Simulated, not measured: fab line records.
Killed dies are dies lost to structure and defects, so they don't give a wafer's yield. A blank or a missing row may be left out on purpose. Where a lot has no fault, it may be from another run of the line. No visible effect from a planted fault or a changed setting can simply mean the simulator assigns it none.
fab line records	flow nand-harc
record: lots: 7	wafers: 21	last-day: 33
route steps=1302 shown P_CONTACT@218
lots that met no fault: from a run of the same line without faults
start-h: the number of hours between the record's first day and the start of the first shown wafer of the lot	wait-h: hours elapsed since this lot's preceding step	" same as the row above	L1.1+2: a row that stands for several wafers	- either no value or no given start	* or withheld: withheld	< > ~ a bound
route shown NAME@n: names a module that has steps shown in the file, with the first one's number in the route	usual: the fault-free wafers' mean and standard deviation	same: alike in all rows	chamber/n: place in a boat	sites: per-site readings	_std_site: standard deviation across them	_edge_site: inner sites' mean taken away from outer sites' mean	radius-mm: for every site, how far away it sits from the centre of the wafer	mask NAME#n: copy n	behind: the most recent tool/chamber to have shaped the wafer	hold: cause of the lot's hold/its duration in hours/its outcome	device: names the non-switching transistor (n, p or np)	end of line: tests of these same wafers at the route's end	for a step that has no rows: nothing shown but its recipe	killed: dies lost to structure and defects at the first sort, not the wafer's yield	map: dies across one wafer; x = killed, . = not, _ = none there
set.NAME: the setting as run; set.NAME@STEP: as run at that earlier step	model.NAME: the simulator's own value behind a step, which no gauge read
lots seen at some steps along the route; tables by step, rows by wafer
services: from which hour (start-h, from the record's first day; less than 0 if before it) a tool's chamber was out of use, for how many hours, and why
== steps ==
step: NHARC_P_CONTACT_DEP_00
recipe: target-thk-a: 5000	temp-c: 400	pressure-torr: 6.5	rf-w: 900	teos-flow-sccm: 161.4	flow-sccm: 2650	target-thk-nm: 500	gas: O2	material: SiO2
usual: heater-power-w: 577/77	throttle-valve-pct: 15.9/0.64
lot.wafer	tool	chamber	start-h	wait-h	heater-power-w	throttle-valve-pct
L583.2	pecvd-02	1	-	-	639	16.2
L583.1	"	2	"	"	502	16.7
L583.6	"	0	"	"	549	16.3
L588.1	pecvd-04	0	-	-	713	15.3
L588.4	"	1	"	"	627	15.6
L588.5	"	0	"	"	557	15.7
L589.3	pecvd-03	1	-	-	470	14.4
L589.6	"	0	"	"	584	15.9
L589.4	"	1	"	"	476	14.2
L591.2	pecvd-04	0	-	-	710	15.3
L591.1	"	1	"	"	770	15.8
L591.6	"	1	"	"	578	15.9
L598.3	pecvd-03	0	-	-	562	16.3
L598.1	"	1	"	"	416	14.5
L598.5	"	1	"	"	434	14.6
L603.1	pecvd-03	1	-	-	466	14.8
L603.4	"	1	"	"	465	14.9
L603.6	"	2	"	"	567	16.1
L604.5	pecvd-02	2	-	-	605	17.5
L604.6	"	0	"	"	563	16.3
L604.4	"	1	"	"	652	16.2
step: NHARC_P_CONTACT_CMP_01
recipe: target-thk-nm: 200	material: SiO2
usual: motor-current-A: 12.4/1.1
lot.wafer	tool	chamber	start-h	wait-h	motor-current-A
L583.2	cmp-03	3	140.51	-	11.0
L583.1	"	0	"	"	13.6
L583.6	"	0	"	"	13.1
L588.4	cmp-03	0	187.07	-	12.7
L588.1	"	2	"	"	13.3
L588.5	"	3	"	"	11.6
L589.4	cmp-03	3	199.99	-	11.7
L589.3	"	2	"	"	13.4
L589.6	"	0	"	"	12.8
L591.2	cmp-01	2	213.30	-	11.2
L591.1	"	1	"	"	14.9
L591.6	"	2	"	"	11.5
L598.3	cmp-04	0	281.84	-	11.6
L598.1	"	1	"	"	12.7
L598.5	"	3	"	"	12.9
L603.4	cmp-03	2	342.81	-	13.5
L603.1	"	1	"	"	14.6
L603.6	"	3	"	"	11.1
L604.4	cmp-03	1	352.26	-	13.2
L604.5	"	3	"	"	11.5
L604.6	"	0	"	"	12.0
step: NHARC_P_CONTACT_SRD_03
step: NHARC_P_CONTACT_DEHYDRATE_04
recipe: temp-c: 150	time-s: 120
step: NHARC_P_CONTACT_HMDS_05
recipe: time-s: 30
step: NHARC_P_CONTACT_COAT_33
recipe: temp-c: 260	time-s: 75
step: NHARC_P_CONTACT_COAT_34
recipe: temp-c: 225	time-s: 65
step: NHARC_P_CONTACT_COAT_06
recipe: spin-rpm: 1500	resist-thk-nm: 90
step: NHARC_P_CONTACT_SOFTBAKE_07
recipe: temp-c: 105	time-s: 55
step: NHARC_P_CONTACT_EBR_08
step: NHARC_P_CONTACT_EXPOSE_09
recipe: na: 1.35	target-cd-nm: 90	dose-mj: 81.26	mask-id: P_CA
step: NHARC_P_CONTACT_PEB_10
recipe: peb-temp-c: 100	peb-time-s: 65
usual: exhaust-pa: 44.9/0.89
lot.wafer	tool	chamber	start-h	wait-h	exhaust-pa
L583.1	litho-track-06	0	141.26	0.1	44.7
L583.2	"	0	"	"	46.1
L583.6	"	0	"	"	44.6
L588.1	litho-track-06	0	187.79	0.1	44.6
L588.4	"	0	"	"	44.5
L588.5	"	0	"	"	44.7
L589.3	litho-track-06	0	200.75	0.1	44.4
L589.4	"	0	"	"	43.9
L589.6	"	0	"	"	43.9
L591.1	litho-track-06	0	213.93	0.1	45.1
L591.2	"	0	"	"	45.4
L591.6	"	0	"	"	45.4
L598.1	litho-track-06	0	282.41	0.1	45.4
L598.3	"	0	"	"	44.5
L598.5	"	0	"	"	44.5
L603.1	litho-track-06	0	343.44	0.1	45.5
L603.4	"	0	"	"	45.0
L603.6	"	0	"	"	47.0
L604.4	litho-track-04	0	352.84	0.0	45.8
L604.5	"	0	"	"	46.0
L604.6	"	0	"	"	45.9
step: NHARC_P_CONTACT_DEVELOP_11
recipe: develop-time-s: 35	dev-temp-c: 23
step: NHARC_P_CONTACT_CD_MEAS_12
recipe: target-cd-nm: 90	landing-energy-ev: 500
usual: cd-nm: 89.8/0.94
lot.wafer	tool	chamber	start-h	wait-h	cd-nm
L583.1	cd-sem-02	0	141.34	-	88.3
L583.2	"	0	"	"	89.7
L583.6	"	0	"	"	89.9
L588.1	cd-sem-01	0	187.87	-	97.2
L588.4	"	0	"	"	95.9
L588.5	"	0	"	"	89.9
L589.3	cd-sem-01	0	200.83	-	89.5
L589.4	"	0	"	"	97.0
L589.6	"	0	"	"	89.8
L591.1	cd-sem-02	0	214.01	-	97.1
L591.2	"	0	"	"	88.6
L591.6	"	0	"	"	89.8
L598.1	cd-sem-03	0	282.49	-	89.2
L598.3	"	0	"	"	88.5
L598.5	"	0	"	"	89.7
L603.1	cd-sem-02	0	343.51	-	89.5
L603.4	"	0	"	"	89.2
L603.6	"	0	"	"	89.1
L604.4	cd-sem-01	0	352.92	-	90.6
L604.5	"	0	"	"	90.8
L604.6	"	0	"	"	91.1
step: NHARC_P_CONTACT_OVL_MEAS_13
usual: overlay-x-nm: -0.2/0.73	overlay-y-nm: -0.1/0.72
lot.wafer	tool	chamber	start-h	wait-h	overlay-x-nm	overlay-y-nm
L583.1	overlay-02	-	141.43	-	-0.5	-0.1
L583.2	"	-	"	"	-0.1	-0.6
L583.6	"	-	"	"	-0.7	-0.2
L588.1	overlay-01	-	187.96	-	-0.1	-0.8
L588.4	"	-	"	"	-0.4	-1.4
L588.5	"	-	"	"	0.0	-0.9
L589.3	overlay-02	-	200.91	-	-0.5	-0.5
L589.4	"	-	"	"	-0.7	-0.5
L589.6	"	-	"	"	-0.4	-0.6
L591.1	overlay-01	-	214.10	-	-0.5	-0.1
L591.2	"	-	"	"	-0.6	-0.4
L591.6	"	-	"	"	-0.8	-0.2
L598.1	overlay-02	-	282.58	-	-1.6	0.0
L598.3	"	-	"	"	-0.9	-0.1
L598.5	"	-	"	"	-1.3	-0.2
L603.1	overlay-02	-	343.60	-	-1.0	1.0
L603.4	"	-	"	"	-0.9	0.9
L603.6	"	-	"	"	-0.7	0.7
L604.4	overlay-01	-	353.00	-	0.4	-1.2
L604.5	"	-	"	"	1.3	-1.5
L604.6	"	-	"	"	1.1	-1.5
step: NHARC_P_CONTACT_INSPECT_14
usual: raw-defect-count: 4.2/2.3
lot.wafer	tool	chamber	start-h	wait-h	raw-defect-count
L583.1	defect-inspect-02	-	141.46	0.0	6
L583.2	"	-	"	"	5
L583.6	"	-	"	"	4
L588.1	defect-inspect-02	-	187.99	0.0	3
L588.4	"	-	"	"	3
L588.5	"	-	"	"	5
L589.3	defect-inspect-01	-	200.95	0.0	2
L589.4	"	-	"	"	5
L589.6	"	-	"	"	5
L591.1	defect-inspect-02	-	214.13	0.0	5
L591.2	"	-	"	"	6
L591.6	"	-	"	"	4
L598.1	defect-inspect-01	-	282.61	0.0	1
L598.3	"	-	"	"	5
L598.5	"	-	"	"	3
L603.1	defect-inspect-02	-	343.64	0.0	3
L603.4	"	-	"	"	2
L603.6	"	-	"	"	2
L604.4	defect-inspect-02	-	353.04	0.0	5
L604.5	"	-	"	"	7
L604.6	"	-	"	"	4
step: NHARC_P_CONTACT_DESCUM_17
recipe: time-s: 3	o2-flow-sccm: 200	ar-flow-sccm: 0	bias-power-w: 0	chemistry: O2
usual: chamber-pressure-mTorr: 59.99/0.05	drypump-motor-current-A: 5.8/0.55	oes-product-au: 0.998/0.015	rf-vpp-V: 57.9/0.87	showerhead-plenum-p-Torr: 1.94/0.064	throttle-valve-pct: 11.311/0.0089
same: bias-power-w: 0
lot.wafer	tool	chamber	start-h	wait-h	chamber-pressure-mTorr	drypump-motor-current-A	oes-product-au	rf-hours-counter-h	rf-vpp-V	showerhead-plenum-p-Torr	throttle-valve-pct	model.P_CONTACT.cd-nm
L583.1	rie-diel-05	2	141.53	0.1	60.00	6.4	1.012	2.3	56.2	1.85	11.313	87.54
L583.2	"	3	"	"	60.03	4.8	0.972	2.3	58.2	1.92	11.309	90.07
L583.6	"	3	"	"	59.97	4.8	0.974	-	57.2	1.92	11.330	90.14
L588.4	rie-diel-08	3	188.06	0.1	59.95	6.4	0.988	7.0	57.5	1.86	11.296	97.08
L588.1	"	0	"	"	60.02	6.0	0.995	5.8	58.1	1.85	11.319	97.15
L588.5	"	2	"	"	60.04	6.1	0.980	-	58.2	1.94	11.302	90.67
L589.4	rie-diel-08	3	201.02	0.1	60.03	6.4	1.023	0	58.1	1.86	11.320	96.81
L589.3	"	0	"	"	59.99	6.0	1.003	0	58.2	1.85	11.324	90.13
L589.6	"	2	"	"	60.04	6.1	0.979	-	57.5	1.94	11.307	89.56
L591.1	rie-diel-01	2	214.20	0.1	60.02	5.3	0.983	0	58.4	1.95	11.319	96.14
L591.2	"	3	"	"	59.94	5.9	1.000	0	58.5	2.05	11.303	88.8
L591.6	"	2	"	"	60.05	5.4	0.986	-	58.1	1.95	11.300	88.72
L598.3	rie-diel-01	1	282.68	0.1	59.97	5.7	1.005	2.5	58.1	2.02	11.324	87.6
L598.1	"	2	"	"	59.96	5.3	0.994	2.3	58.1	1.95	11.315	88.87
L598.5	"	2	"	"	60.12	5.3	0.992	-	59.0	1.95	11.304	89.15
L603.1	rie-diel-01	2	343.70	0.1	60.06	5.4	0.970	3.5	58.7	1.95	11.307	89.06
L603.4	"	1	"	"	59.98	5.7	0.999	3.8	58.2	2.02	11.320	88.28
L603.6	"	3	"	"	60.12	5.9	0.986	-	57.9	2.05	11.310	88.91
L604.5	rie-diel-08	0	353.13	0.1	59.94	6.0	0.994	-	56.6	1.85	11.315	91.47
L604.4	"	1	"	"	59.91	6.3	0.986	-	56.6	2.00	11.317	89.23
L604.6	"	2	"	"	60.11	6.1	0.975	-	57.7	1.94	11.312	91.06
step: NHARC_P_CONTACT_ETCH_35
recipe: target-depth-a: 390	over-etch-frac: 0.3	time-s: 65	ion-energy-ev: 80	cf4-flow-sccm: 150	ar-flow-sccm: 0	rf-w: 300	bias-w: 100	chemistry: CF4
usual: chamber-pressure-mTorr: 50.01/0.05	drypump-motor-current-A: 5.8/0.56	oes-product-au: 0.999/0.015	rf-vpp-V: 151.4/1.2	showerhead-plenum-p-Torr: 1.79/0.055	throttle-valve-pct: 13.284/0.0085
lot.wafer	tool	chamber	start-h	wait-h	chamber-pressure-mTorr	drypump-motor-current-A	oes-product-au	rf-hours-counter-h	rf-vpp-V	showerhead-plenum-p-Torr	throttle-valve-pct
L583.2	rie-diel-05	2	141.64	0.1	50.11	6.4	1.027	2.3	150.6	1.72	13.291
L583.1	"	3	"	"	50.00	4.8	0.977	2.3	150.6	1.77	13.289
L583.6	"	2	"	"	50.03	6.4	1.028	-	151.2	1.72	13.279
L588.1	rie-diel-08	3	188.15	0.1	49.96	6.4	0.988	7.0	151.2	1.72	13.293
L588.4	"	0	"	"	50.02	6.0	0.996	5.8	151.4	1.71	13.271
L588.5	"	2	"	"	50.06	6.2	0.986	-	151.4	1.79	13.287
L589.3	rie-diel-08	0	201.09	0.1	49.95	6.0	1.005	0.0	149.2	1.71	13.287
L589.4	"	1	"	"	50.02	6.3	0.989	0.0	153.3	1.85	13.286
L589.6	"	1	"	"	50.01	6.3	0.998	-	152.7	1.85	13.265
L591.1	rie-diel-01	0	214.28	0.1	49.99	4.8	1.010	0.0	150.5	1.77	13.293
L591.2	"	1	"	"	49.97	5.7	0.999	0.0	153.9	1.86	13.274
L591.6	"	0	"	"	50.12	4.9	1.014	-	151.4	1.77	13.289
L598.1	rie-diel-01	1	282.77	0.1	50.06	5.7	1.011	2.5	150.3	1.86	13.273
L598.3	"	3	"	"	50.04	5.9	1.000	2.3	152.7	1.89	13.295
L598.5	"	1	"	"	50.07	5.7	0.999	-	153.6	1.86	13.291
L603.1	rie-diel-01	0	343.79	0.1	50.05	4.9	1.009	3.8	151.1	1.77	13.288
L603.4	"	2	"	"	50.00	5.3	0.980	3.5	151.6	1.80	13.273
L603.6	"	0	"	"	50.06	4.9	1.014	-	150.9	1.77	13.294
L604.4	rie-diel-08	0	353.23	0.1	50.04	6.0	0.992	-	151.0	1.71	13.283
L604.6	"	1	"	"	49.97	6.3	1.002	-	151.8	1.84	13.293
L604.5	"	2	"	"	50.08	6.1	0.987	-	152.1	1.79	13.271
step: NHARC_P_CONTACT_ETCH_36
recipe: target-depth-a: 2600	over-etch-frac: 0.25	time-s: 406.25	ion-energy-ev: 200	n2-flow-sccm: 150	h2-flow-sccm: 150	ar-flow-sccm: 0	rf-w: 400	bias-w: 150	chemistry: N2/H2
usual: chamber-pressure-mTorr: 30.004/0.023	drypump-motor-current-A: 5.8/0.57	h2-flow-sccm: 150.0/0.44	oes-product-au: 0.999/0.014	rf-vpp-V: 431.1/2.1	showerhead-plenum-p-Torr: 2.06/0.07	throttle-valve-pct: 14.172/0.01
lot.wafer	tool	chamber	start-h	wait-h	chamber-pressure-mTorr	drypump-motor-current-A	h2-flow-sccm	oes-product-au	rf-hours-counter-h	rf-vpp-V	showerhead-plenum-p-Torr	throttle-valve-pct
L583.2	rie-diel-05	2	-	-	29.963	6.4	149.8	1.014	2.4	428.9	1.97	14.172
L583.1	"	0	"	"	29.987	5.3	150.2	1.015	2.5	429.3	2.01	14.189
L583.6	"	0	"	"	30.023	5.3	149.9	1.000	-	428.8	2.01	14.185
L588.1	rie-diel-08	0	-	-	29.987	6.0	150.2	0.998	5.9	427.4	1.97	14.147
L588.4	"	1	"	"	30.021	6.4	149.9	0.966	7.6	433.4	2.14	14.173
L588.5	"	1	"	"	29.980	6.4	150.0	0.966	-	434.5	2.14	14.173
L589.4	rie-diel-08	2	-	-	29.987	6.2	150.3	0.998	0.1	430.1	2.07	14.182
L589.3	"	3	"	"	30.004	6.4	149.9	1.023	0.1	428.0	1.98	14.167
L589.6	"	3	"	"	30.014	6.5	150.0	1.015	-	429.9	1.98	14.151
L591.2	rie-diel-01	2	-	-	29.998	5.3	150.1	0.997	0.1	431.5	2.08	14.182
L591.1	"	3	"	"	30.039	5.9	150.4	0.995	0.1	435.0	2.19	14.176
L591.6	"	0	"	"	30.049	4.9	150.2	1.011	-	430.1	2.05	14.186
L598.1	rie-diel-01	2	-	-	30.028	5.3	150.0	0.995	2.3	429.9	2.08	14.172
L598.3	"	0	"	"	29.995	4.9	150.2	1.010	2.7	430.3	2.04	14.162
L598.5	"	3	"	"	29.992	5.9	149.6	1.000	-	433.6	2.19	14.178
L603.1	rie-diel-01	0	-	-	30.019	4.9	149.8	1.006	3.9	431.0	2.04	14.155
L603.4	"	2	"	"	30.017	5.4	149.8	0.981	3.5	432.5	2.08	14.153
L603.6	"	3	"	"	30.009	5.9	149.5	1.001	-	434.6	2.19	14.158
L604.5	rie-diel-08	0	-	-	30.008	6.0	150.3	0.989	-	427.4	1.97	14.176
L604.6	"	1	"	"	29.986	6.3	149.9	0.999	-	432.8	2.13	14.185
L604.4	"	2	"	"	30.007	6.1	149.5	0.985	-	431.2	2.07	14.167
step: NHARC_P_CONTACT_ETCH_18
recipe: target-depth-a: 4810	time-s: 240.5	c4f8-flow-sccm: 20	o2-flow-sccm: 10	ar-flow-sccm: withheld	rf-w: 600	bias-w: 1500	chemistry: C4F8/O2/Ar
usual: chamber-pressure-mTorr: 24.998/0.023	oes-product-au: 0.955/0.021	rf-vpp-V: 980/4.5
lot.wafer	tool	chamber	start-h	wait-h	chamber-pressure-mTorr	oes-product-au	rf-hours-counter-h	rf-vpp-V
L583.2	rie-diel-05	3	-	-	24.982	0.912	2.6	978
L583.1	"	2	"	"	25.030	0.977	2.6	976
L583.6	"	3	"	"	25.009	0.900	-	979
L588.4	rie-diel-08	3	-	-	24.980	0.956	7.2	974
L588.1	"	2	"	"	25.008	0.961	6.4	980
L588.5	"	3	"	"	24.996	0.958	-	974
L589.3	rie-diel-08	3	-	-	25.019	0.970	0.3	973
L589.4	"	0	"	"	25.054	0.978	0.2	974
L589.6	"	2	"	"	25.006	0.936	-	980
L591.1	rie-diel-01	3	-	-	24.955	0.974	0.2	988
L591.2	"	1	"	"	25.023	0.962	0.3	985
L591.6	"	0	"	"	24.935	0.989	-	978
L598.3	rie-diel-01	1	-	-	24.994	0.963	2.7	985
L598.1	"	3	"	"	24.972	0.975	2.6	986
L598.5	"	0	"	"	24.992	0.987	-	980
L603.4	rie-diel-01	1	-	-	25.024	0.979	3.9	985
L603.1	"	3	"	"	25.000	0.948	3.9	988
L603.6	"	1	"	"	25.003	0.971	-	986
L604.5	rie-diel-08	1	-	-	24.990	0.956	-	983
L604.4	"	2	"	"	24.993	0.944	-	980
L604.6	"	0	"	"	24.993	0.952	-	975
step: NHARC_P_CONTACT_STRIP_37
recipe: c4f8-flow-sccm: withheld	o2-flow-sccm: 8	ar-flow-sccm: withheld	bias-w: 0	chemistry: C4F8/O2/Ar
step: NHARC_P_CONTACT_ETCH_31
recipe: target-depth-a: 300	time-s: 85.7	ion-energy-ev: 120	over-etch-frac: 1	ch3f-flow-sccm: 50	o2-flow-sccm: 30	ar-flow-sccm: 200	rf-w: 500	bias-w: 100	chemistry: CH3F/O2
usual: chamber-pressure-mTorr: 24.999/0.022	drypump-motor-current-A: 5.8/0.56	oes-product-au: 0.976/0.019	rf-vpp-V: 244.7/1.4	showerhead-plenum-p-Torr: 2.49/0.079	throttle-valve-pct: 20.665/0.0091
lot.wafer	tool	chamber	start-h	wait-h	chamber-pressure-mTorr	drypump-motor-current-A	oes-product-au	rf-hours-counter-h	rf-vpp-V	showerhead-plenum-p-Torr	throttle-valve-pct	model.P_CONTACT.cd-nm
L583.2	rie-diel-05	0	-	-	25.010	5.3	0.994	2.9	244.1	2.43	20.667	86.27
L583.1	"	3	"	"	24.984	4.8	0.947	2.7	244.4	2.46	20.667	87.6
L583.6	"	2	"	"	24.982	6.4	1.014	-	243.6	2.38	20.660	91.14
L588.4	rie-diel-08	3	-	-	24.962	6.4	0.976	7.3	243.9	2.39	20.665	96.84
L588.1	"	0	"	"	25.002	6.0	0.981	6.2	243.5	2.38	20.660	94.28
L588.5	"	2	"	"	24.969	6.1	0.959	-	245.1	2.50	20.669	90.51
L589.4	rie-diel-08	0	-	-	25.004	6.0	0.987	0.2	243.9	2.38	20.659	93.87
L589.3	"	2	"	"	25.014	6.1	0.976	0.4	245.6	2.50	20.660	91.8
L589.6	"	0	"	"	25.001	6.0	0.995	-	243.6	2.38	20.666	91.09
L591.2	rie-diel-01	1	-	-	24.972	5.7	0.966	0.3	247.2	2.59	20.666	88.76
L591.1	"	2	"	"	25.036	5.3	0.963	0.2	244.9	2.50	20.686	93.16
L591.6	"	0	"	"	24.997	4.9	1.001	-	245.2	2.47	20.663	89.57
L598.1	rie-diel-01	1	-	-	25.025	5.8	0.987	2.8	244.9	2.59	20.679	88.71
L598.3	"	3	"	"	24.995	5.9	0.984	2.7	246.8	2.63	20.667	87.6
L598.5	"	1	"	"	25.002	5.8	0.993	-	247.2	2.59	20.674	89.84
L603.4	rie-diel-01	3	-	-	24.990	5.9	0.990	3.9	245.9	2.63	20.666	88.66
L603.1	"	1	"	"	25.039	5.7	0.991	4.0	246.9	2.59	20.664	90.96
L603.6	"	2	"	"	24.993	5.4	0.953	-	246.2	2.50	20.679	89.77
L604.5	rie-diel-08	2	-	-	24.978	6.1	0.960	-	244.6	2.49	20.669	89.34
L604.6	"	0	"	"	24.969	6.0	0.968	-	243.7	2.38	20.658	90.12
L604.4	"	1	"	"	24.998	6.3	0.977	-	246.7	2.57	20.680	86.08
step: NHARC_P_CONTACT_CD_MEAS_19
usual: cd-nm: 89.1/2
lot.wafer	tool	chamber	start-h	wait-h	cd-nm
L583.1	cd-sem-02	-	142.55	-	87.6
L583.2	"	-	"	"	86.4
L583.6	"	-	"	"	91.2
L588.1	cd-sem-03	-	188.93	-	94.5
L588.4	"	-	"	"	96.5
L588.5	"	-	"	"	90.8
L589.3	cd-sem-01	-	201.90	-	91.8
L589.4	"	-	"	"	94.1
L589.6	"	-	"	"	91.0
L591.1	cd-sem-02	-	215.07	-	93.2
L591.2	"	-	"	"	89.0
L591.6	"	-	"	"	90.0
L598.1	cd-sem-03	-	283.55	-	88.4
L598.3	"	-	"	"	87.4
L598.5	"	-	"	"	89.8
L603.1	cd-sem-03	-	344.57	-	91.0
L603.4	"	-	"	"	88.8
L603.6	"	-	"	"	90.0
L604.4	cd-sem-03	-	354.13	-	86.0
L604.5	"	-	"	"	89.7
L604.6	"	-	"	"	90.3
step: NHARC_P_CONTACT_STRIP_28
recipe: o2-flow-sccm: 500	ar-flow-sccm: 0	bias-w: 0	chemistry: O2
== services ==
tool	chamber	start-h	hours	kind
rie-diel-05	3	128.90	12.1	repair
rie-diel-05	1	139.90	16.7	repair
rie-diel-05	3	161.83	10.5	repair
cmp-03	-	162.00	4.0	pm
rie-diel-01	-	169.44	1.1	repair
litho-track-06	-	179.00	7.0	pm
pecvd-03	-	185.00	13.0	pm
rie-diel-08	-	190.81	9.0	pm
rie-diel-01	-	203.80	9.0	pm
rie-diel-05	0	221.39	7.3	repair
cmp-03	-	227.73	1.3	repair
rie-diel-05	-	229.60	9.0	pm
rie-diel-01	3	238.91	4.1	repair
cmp-03	-	260.00	4.0	pm
rie-diel-05	-	272.34	2.6	repair
cmp-03	-	277.39	0.3	repair
rie-diel-05	2	278.46	7.6	repair
rie-diel-05	3	280.32	3.9	repair
rie-diel-01	2	293.56	4.0	repair
rie-diel-08	1	296.52	9.6	repair
cmp-03	-	297.15	1.6	repair
rie-diel-08	0	324.33	6.1	repair
rie-diel-08	3	330.57	57.5	repair
litho-track-06	-	354.00	7.0	pm
== key ==
first-sign: step: NHARC_P_CONTACT_CD_MEAS_12	reading: cd-nm	direction: up	sigmas: 7.4	usual: 89.8	struck: 96.8
effect: step: NHARC_P_CONTACT_CD_MEAS_19	reading: cd-nm	direction: up	sigmas: 2.8	usual: 89.1	struck: 94.6
model-effect: step: NHARC_P_CONTACT_DESCUM_17	value: P_CONTACT.cd-nm	without: 89.15	struck: 96.8
model-effect: step: NHARC_P_CONTACT_ETCH_31	value: P_CONTACT.cd-nm	without: 86.89	struck: 94.54
met-at NHARC_P_CONTACT_PEB_10
struck-wafers L588.1,L588.4,L589.4,L591.1
sort-left-out L588.1,L588.4,L589.4,L591.1
tester-left-out L588,L589,L591
onset-between 141.26 187.79
fault: kind: process-parameter-drift	tool: litho-track-06	chamber: -	onset-h: 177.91	steps: NHARC_P_CONTACT_PEB_10	channel: peb-time-s	offset: *	shape: step	end-h: 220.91	scope: struck-wafers-only	acts-in: *	stated: *
tester-left-out: of these lots the tester's yield and bins aren't shown, on N5 and GAA mostly nor the transistor test; their killed dies are dies lost to structure and defects alone, not to doping, threshold or leakage, so they don't give the yield
sort-left-out: the simulated sort isn't trusted on such a fault, so these wafers' sort isn't shown, and their yield isn't known
